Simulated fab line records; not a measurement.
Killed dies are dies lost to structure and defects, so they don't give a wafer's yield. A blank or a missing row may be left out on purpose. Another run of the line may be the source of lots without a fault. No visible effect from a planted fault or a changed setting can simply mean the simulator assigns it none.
Matching of chambers -- flow n5_finfet -- 4 sister chambers for N5_GATE_CUT_HM_OPEN_40 on rie_diel-02
The step chemistry C4F6/O2, target SiO2, target depth 139 nm, time 85.1 s. 4 wafers are shown with their chamber, then 9 later ones without.

WAFERS, EACH WITH ITS CHAMBER
wafer,chamber,showerhead_plenum_p_Torr (Torr)
L086.1,2,2.82
L086.3,1,2.95
L091.4,3,2.71
L091.5,0,2.84

WAFERS WHOSE CHAMBER IS MISSING
wafer,showerhead_plenum_p_Torr (Torr)
L095.2,2.83
L095.3,2.94
L095.5,2.71
L096.2,2.94
L096.4,2.71
L096.6,2.83
L097.2,2.83
L097.3,2.94
L097.6,2.83

WHICH CHAMBER EACH WENT THROUGH
wafer,from the rows above,in truth
L095.2,can't be placed: 0 or 2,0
L095.3,1,1
L095.5,3,3
L096.2,1,1
L096.4,3,3
L096.6,can't be placed: 0 or 2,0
L097.2,can't be placed: 0 or 2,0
L097.3,1,1
L097.6,can't be placed: 0 or 2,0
5 of 9 placed correctly. Can't be placed from these rows: 4 (the true chamber is among the candidates in 4). Number placed wrongly: 0.
How it was worked out, from the rows above alone: a wafer's distance from a chamber is the root of the sum, over the readings, of the square of ((its reading less the chamber's mean) divided by the reading's scatter). If the next closest chamber is less than 2 further off than the closest, the wafer can't be placed; otherwise it belongs to the closest. The mean given for a chamber averages the wafers shown for that chamber. The scatter: root of mean squared gap, hidden wafer to nearest shown wafer, with one shown wafer a chamber.
